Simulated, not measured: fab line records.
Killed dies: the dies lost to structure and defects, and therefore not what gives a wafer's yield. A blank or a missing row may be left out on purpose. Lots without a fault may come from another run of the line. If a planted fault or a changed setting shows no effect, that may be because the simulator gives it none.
The tool behind it: which one? :: flow n5-finfet :: 24 lots, 72 wafers sampled, at 3 steps of a route of 1938

## WHAT EACH GAUGE READ, for each wafer
N5_BEOL_M1_OCD_MEAS_38. Usual: trench-depth-nm reads 55.2 nm (standard deviation 0.92).
lot: L074
measured: day 6 04:54
on: ocd-02
trench-depth-nm (nm): 56.6 54.9 56.5
flag: 

lot: L075
measured: day 6 08:02
on: ocd-02
trench-depth-nm (nm): 55.8 55.6 54.7
flag: 

lot: L076
measured: day 6 12:35
on: ocd-02
trench-depth-nm (nm): 53.2 54.9 54.5
flag: 

lot: L077
measured: day 7 00:39
on: ocd-01
trench-depth-nm (nm): 54.8 54.0 54.9
flag: 

lot: L078
measured: day 7 06:38
on: ocd-02
trench-depth-nm (nm): 56.0 54.5 53.4
flag: 

lot: L079
measured: day 7 09:38
on: ocd-01
trench-depth-nm (nm): 56.1 55.6 55.2
flag: 

lot: L080
measured: day 8 01:28
on: ocd-01
trench-depth-nm (nm): 56.4 54.7 54.6
flag: 

lot: L081
measured: day 8 05:20
on: ocd-01
trench-depth-nm (nm): 55.0 54.5 53.5
flag: 

lot: L082
measured: day 8 06:37
on: ocd-01
trench-depth-nm (nm): 54.4 53.4 55.6
flag: 

lot: L083
measured: day 8 11:40
on: ocd-02
trench-depth-nm (nm): 54.9 54.0 55.0
flag: 

lot: L084
measured: day 8 12:09
on: ocd-02
trench-depth-nm (nm): 56.1 54.8 55.8
flag: 

lot: L086
measured: day 9 07:02
on: ocd-02
trench-depth-nm (nm): 55.9 56.3 55.9
flag: 

lot: L085
measured: day 9 12:29
on: ocd-02
trench-depth-nm (nm): 54.7 56.2 55.8
flag: 

lot: L087
measured: day 9 13:43
on: ocd-01
trench-depth-nm (nm): 55.9 56.4 54.7
flag: 

lot: L088
measured: day 9 16:59
on: ocd-02
trench-depth-nm (nm): 55.8 55.9 55.2
flag: 

lot: L089
measured: day 10 00:40
on: ocd-01
trench-depth-nm (nm): 55.8 56.4 55.9
flag: 

lot: L090
measured: day 10 06:32
on: ocd-02
trench-depth-nm (nm): 55.3 54.5 55.1
flag: 

lot: L091
measured: day 10 15:04
on: ocd-01
trench-depth-nm (nm): 54.8 54.6 54.7
flag: 

lot: L093
measured: day 10 21:07
on: ocd-01
trench-depth-nm (nm): 55.4 55.8 53.2
flag: 

lot: L092
measured: day 10 21:17
on: ocd-02
trench-depth-nm (nm): 53.0 55.6 54.3
flag: 

lot: L094
measured: day 11 07:26
on: ocd-02
trench-depth-nm (nm): 55.9 55.4 56.2
flag: 

lot: L095
measured: day 11 17:46
on: ocd-01
trench-depth-nm (nm): 56.0 56.5 56.3
flag: 

lot: L096
measured: day 11 22:18
on: ocd-02
trench-depth-nm (nm): 54.9 56.4 55.1
flag: 

lot: L097
measured: day 12 07:35
on: ocd-02
trench-depth-nm (nm): 54.1 55.3 55.3
flag: 

N5_BEOL_M1_CD_MEAS_35: target cd 18 nm, target cd y 21 nm. Usual: cd-nm reads 18.0 nm (standard deviation 0.54).
lot: L074
measured: day 6 05:03
on: cd-sem-01
cd-nm (nm): 18.8 17.4 17.7
flag: 

lot: L075
measured: day 6 08:11
on: cd-sem-03
cd-nm (nm): 17.7 19.5 18.3
flag: 

lot: L076
measured: day 6 12:44
on: cd-sem-02
cd-nm (nm): 19.3 18.2 18.4
flag: 

lot: L077
measured: day 7 00:48
on: cd-sem-01
cd-nm (nm): 18.4 18.4 19.4
flag: 

lot: L078
measured: day 7 06:47
on: cd-sem-03
cd-nm (nm): 18.3 18.6 18.5
flag: 

lot: L079
measured: day 7 09:47
on: cd-sem-03
cd-nm (nm): 18.3 17.6 17.6
flag: 

lot: L080
measured: day 8 01:38
on: cd-sem-03
cd-nm (nm): 18.7 18.2 17.6
flag: 

lot: L081
measured: day 8 05:29
on: cd-sem-02
cd-nm (nm): 17.1 18.2 18.4
flag: 

lot: L082
measured: day 8 06:46
on: cd-sem-02
cd-nm (nm): 18.3 17.3 18.2
flag: 

lot: L083
measured: day 8 11:50
on: cd-sem-02
cd-nm (nm): 17.9 17.0 17.9
flag: 

lot: L084
measured: day 8 12:18
on: cd-sem-03
cd-nm (nm): 17.4 17.9 17.5
flag: 

lot: L086
measured: day 9 07:11
on: cd-sem-01
cd-nm (nm): 17.9 18.2 18.7
flag: 

lot: L085
measured: day 9 12:39
on: cd-sem-01
cd-nm (nm): 19.1 17.7 18.3
flag: 

lot: L087
measured: day 9 13:53
on: cd-sem-03
cd-nm (nm): 18.4 18.7 18.2
flag: 

lot: L088
measured: day 9 17:08
on: cd-sem-02
cd-nm (nm): 17.0 17.3 16.9
flag: 

lot: L089
measured: day 10 00:49
on: cd-sem-01
cd-nm (nm): 17.3 17.7 18.1
flag: 

lot: L090
measured: day 10 06:41
on: cd-sem-02
cd-nm (nm): 17.8 18.9 18.6
flag: 

lot: L091
measured: day 10 15:13
on: cd-sem-02
cd-nm (nm): 18.9 17.5 18.3
flag: 

lot: L093
measured: day 10 21:17
on: cd-sem-02
cd-nm (nm): 18.6 18.7 17.9
flag: 

lot: L092
measured: day 10 21:26
on: cd-sem-02
cd-nm (nm): 17.8 18.6 17.6
flag: 

lot: L094
measured: day 11 07:35
on: cd-sem-01
cd-nm (nm): 18.2 17.4 18.2
flag: 

lot: L095
measured: day 11 17:55
on: cd-sem-01
cd-nm (nm): 18.0 18.2 18.4
flag: 

lot: L096
measured: day 11 22:27
on: cd-sem-02
cd-nm (nm): 17.8 17.7 18.0
flag: 

lot: L097
measured: day 12 07:50
on: cd-sem-02
cd-nm (nm): 17.8 18.5 17.8
flag: 

## WHAT TOOL EACH LOT RAN ON (gives the tool, then ch and the chambers of the sampled wafers, and finally the start)
lot: L074
N5_BEOL_M1_STRIP_97: rie-diel-03 ch 0,3, day 6 04:54 or earlier

lot: L075
N5_BEOL_M1_STRIP_97: rie-diel-01 ch 0,1, day 6 08:02 or earlier

lot: L076
N5_BEOL_M1_STRIP_97: rie-diel-02 ch 1,3, day 6 12:35 or earlier

lot: L077
N5_BEOL_M1_STRIP_97: rie-diel-01 ch 0,1, day 7 00:39 or earlier

lot: L078
N5_BEOL_M1_STRIP_97: rie-diel-02 ch 0,1,3, day 7 06:38 or earlier

lot: L079
N5_BEOL_M1_STRIP_97: rie-diel-02 ch 0,1,3, day 7 09:38 or earlier

lot: L080
N5_BEOL_M1_STRIP_97: rie-diel-01 ch 1,3, day 8 01:28 or earlier

lot: L081
N5_BEOL_M1_STRIP_97: rie-diel-01 ch 0,1, day 8 05:20 or earlier

lot: L082
N5_BEOL_M1_STRIP_97: rie-diel-02 ch 0,2,3, day 8 06:37 or earlier

lot: L083
N5_BEOL_M1_STRIP_97: rie-diel-02 ch 0,2, day 8 11:40 or earlier

lot: L084
N5_BEOL_M1_STRIP_97: rie-diel-01 ch 0,2,3, day 8 12:09 or earlier

lot: L086
N5_BEOL_M1_STRIP_97: rie-diel-03 ch 0,2, day 9 07:02 or earlier

lot: L085
N5_BEOL_M1_STRIP_97: rie-diel-02 ch 0,1, day 9 12:29 or earlier

lot: L087
N5_BEOL_M1_STRIP_97: rie-diel-03 ch 0,1,2, day 9 13:43 or earlier

lot: L088
N5_BEOL_M1_STRIP_97: rie-diel-03 ch 0,2, day 9 16:59 or earlier

lot: L089
N5_BEOL_M1_STRIP_97: rie-diel-03 ch 2,3, day 10 00:40 or earlier

lot: L090
N5_BEOL_M1_STRIP_97: rie-diel-01 ch 0,1, day 10 06:32 or earlier

lot: L091
N5_BEOL_M1_STRIP_97: rie-diel-01 ch 0,1, day 10 15:04 or earlier

lot: L093
N5_BEOL_M1_STRIP_97: rie-diel-01 ch 0,1,3, day 10 21:07 or earlier

lot: L092
N5_BEOL_M1_STRIP_97: rie-diel-02 ch 0,1,2, day 10 21:17 or earlier

lot: L094
N5_BEOL_M1_STRIP_97: rie-diel-03 ch 0,1,3, day 11 07:26 or earlier

lot: L095
N5_BEOL_M1_STRIP_97: rie-diel-01 ch 0,3, day 11 17:46 or earlier

lot: L096
N5_BEOL_M1_STRIP_97: rie-diel-03 ch 0,1, day 11 22:18 or earlier

lot: L097
N5_BEOL_M1_STRIP_97: rie-diel-02 ch 0,1,2, day 12 07:35 or earlier
- N5_BEOL_M1_STRIP_97: strips in N2/H2, time 10 s.

## WHAT THE TOOLS THEMSELVES READ (means of the sampled wafers that have a number; where no wafer has one, the mark that the record gives instead)
N5_BEOL_M1_STRIP_97. Usual: drypump-motor-current-A 5.8 A, standard deviation 0.49; oes-product-au 0.76 a.u., standard deviation 0.082; rf-vpp-V 59.0 V, standard deviation 0.87; showerhead-plenum-p-Torr 2.52 Torr, standard deviation 0.088; throttle-valve-pct 23.6 %, standard deviation 0.34.
lot: L074
tool: rie-diel-03
drypump-motor-current-A (A): 5.3
oes-product-au (a.u.): 0.74
rf-vpp-V (V): 58.9
showerhead-plenum-p-Torr (Torr): 2.57
throttle-valve-pct (%): 23.8
flag: 

lot: L075
tool: rie-diel-01
drypump-motor-current-A (A): 5.9
oes-product-au (a.u.): 0.85
rf-vpp-V (V): 57.8
showerhead-plenum-p-Torr (Torr): 2.52
throttle-valve-pct (%): 23.1
flag: 

lot: L076
tool: rie-diel-02
drypump-motor-current-A (A): 6.0
oes-product-au (a.u.): 0.80
rf-vpp-V (V): 59.2
showerhead-plenum-p-Torr (Torr): 2.57
throttle-valve-pct (%): 23.5
flag: 

lot: L077
tool: rie-diel-01
drypump-motor-current-A (A): 6.3
oes-product-au (a.u.): 0.76
rf-vpp-V (V): 59.3
showerhead-plenum-p-Torr (Torr): 2.46
throttle-valve-pct (%): 23.1
flag: 

lot: L078
tool: rie-diel-02
drypump-motor-current-A (A): 5.6
oes-product-au (a.u.): 0.84
rf-vpp-V (V): 59.0
showerhead-plenum-p-Torr (Torr): 2.56
throttle-valve-pct (%): 23.5
flag: 

lot: L079
tool: rie-diel-02
drypump-motor-current-A (A): 5.7
oes-product-au (a.u.): 0.83
rf-vpp-V (V): 58.9
showerhead-plenum-p-Torr (Torr): 2.56
throttle-valve-pct (%): 23.5
flag: 

lot: L080
tool: rie-diel-01
drypump-motor-current-A (A): 6.6
oes-product-au (a.u.): 0.70
rf-vpp-V (V): 59.4
showerhead-plenum-p-Torr (Torr): 2.48
throttle-valve-pct (%): 23.5
flag: 

lot: L081
tool: rie-diel-01
drypump-motor-current-A (A): 6.3
oes-product-au (a.u.): 0.76
rf-vpp-V (V): 59.2
showerhead-plenum-p-Torr (Torr): 2.46
throttle-valve-pct (%): 23.2
flag: 

lot: L082
tool: rie-diel-02
drypump-motor-current-A (A): 5.4
oes-product-au (a.u.): 0.82
rf-vpp-V (V): 58.4
showerhead-plenum-p-Torr (Torr): 2.51
throttle-valve-pct (%): 23.5
flag: 

lot: L083
tool: rie-diel-02
drypump-motor-current-A (A): 5.5
oes-product-au (a.u.): 0.76
rf-vpp-V (V): 58.5
showerhead-plenum-p-Torr (Torr): 2.43
throttle-valve-pct (%): 23.6
flag: 

lot: L084
tool: rie-diel-01
drypump-motor-current-A (A): 6.0
oes-product-au (a.u.): 0.79
rf-vpp-V (V): 59.6
showerhead-plenum-p-Torr (Torr): 2.57
throttle-valve-pct (%): 23.7
flag: 

lot: L086
tool: rie-diel-03
drypump-motor-current-A (A): 5.4
oes-product-au (a.u.): 0.71
rf-vpp-V (V): 59.6
showerhead-plenum-p-Torr (Torr): 2.60
throttle-valve-pct (%): 23.8
flag: 

lot: L085
tool: rie-diel-02
drypump-motor-current-A (A): 5.9
oes-product-au (a.u.): 0.77
rf-vpp-V (V): 58.9
showerhead-plenum-p-Torr (Torr): 2.51
throttle-valve-pct (%): 23.7
flag: 

lot: L087
tool: rie-diel-03
drypump-motor-current-A (A): 5.5
oes-product-au (a.u.): 0.72
rf-vpp-V (V): 58.9
showerhead-plenum-p-Torr (Torr): 2.54
throttle-valve-pct (%): 23.9
flag: 

lot: L088
tool: rie-diel-03
drypump-motor-current-A (A): 5.5
oes-product-au (a.u.): 0.71
rf-vpp-V (V): 59.0
showerhead-plenum-p-Torr (Torr): 2.60
throttle-valve-pct (%): 23.9
flag: 

lot: L089
tool: rie-diel-03
drypump-motor-current-A (A): 5.2
oes-product-au (a.u.): 0.72
rf-vpp-V (V): 59.6
showerhead-plenum-p-Torr (Torr): 2.54
throttle-valve-pct (%): 23.8
flag: 

lot: L090
tool: rie-diel-01
drypump-motor-current-A (A): 5.9
oes-product-au (a.u.): 0.81
rf-vpp-V (V): 59.2
showerhead-plenum-p-Torr (Torr): 2.51
throttle-valve-pct (%): 23.1
flag: 

lot: L091
tool: rie-diel-01
drypump-motor-current-A (A): 6.2
oes-product-au (a.u.): 0.73
rf-vpp-V (V): 58.3
showerhead-plenum-p-Torr (Torr): 2.45
throttle-valve-pct (%): 23.2
flag: 

lot: L093
tool: rie-diel-01
drypump-motor-current-A (A): 6.2
oes-product-au (a.u.): 0.76
rf-vpp-V (V): 58.6
showerhead-plenum-p-Torr (Torr): 2.53
throttle-valve-pct (%): 23.5
flag: 

lot: L092
tool: rie-diel-02
drypump-motor-current-A (A): 5.7
oes-product-au (a.u.): 0.76
rf-vpp-V (V): 58.9
showerhead-plenum-p-Torr (Torr): 2.46
throttle-valve-pct (%): 23.7
flag: 

lot: L094
tool: rie-diel-03
drypump-motor-current-A (A): 5.5
oes-product-au (a.u.): 0.72
rf-vpp-V (V): 58.7
showerhead-plenum-p-Torr (Torr): 2.52
throttle-valve-pct (%): 24.0
flag: 

lot: L095
tool: rie-diel-01
drypump-motor-current-A (A): 5.9
oes-product-au (a.u.): 0.81
rf-vpp-V (V): 59.3
showerhead-plenum-p-Torr (Torr): 2.59
throttle-valve-pct (%): 23.4
flag: 

lot: L096
tool: rie-diel-03
drypump-motor-current-A (A): 5.7
oes-product-au (a.u.): 0.73
rf-vpp-V (V): 58.4
showerhead-plenum-p-Torr (Torr): 2.49
throttle-valve-pct (%): 24.1
flag: 

lot: L097
tool: rie-diel-02
drypump-motor-current-A (A): 5.7
oes-product-au (a.u.): 0.75
rf-vpp-V (V): 59.0
showerhead-plenum-p-Torr (Torr): 2.46
throttle-valve-pct (%): 23.7
flag: 

## THE ANSWER, worked out from the rows above alone
Rule: lot off if the mean of its wafers having a number is beyond 3 standard deviations from the usual mean. Also off: a lot with no number at a reading for which 4 or more lots have one. Any other lot the step has rows for is counted as sound. After the gauges, taken in route order, come the tools' own readings; for these a lot's mean is taken, as printed above. The first step at which some lot is off is used, and at that step the reading that is off furthest; a lot without a number counts as furthest.
Nothing can be told from this: no lot is off at any reading shown.

## WHAT WAS PUT IN BY THE SIMULATOR
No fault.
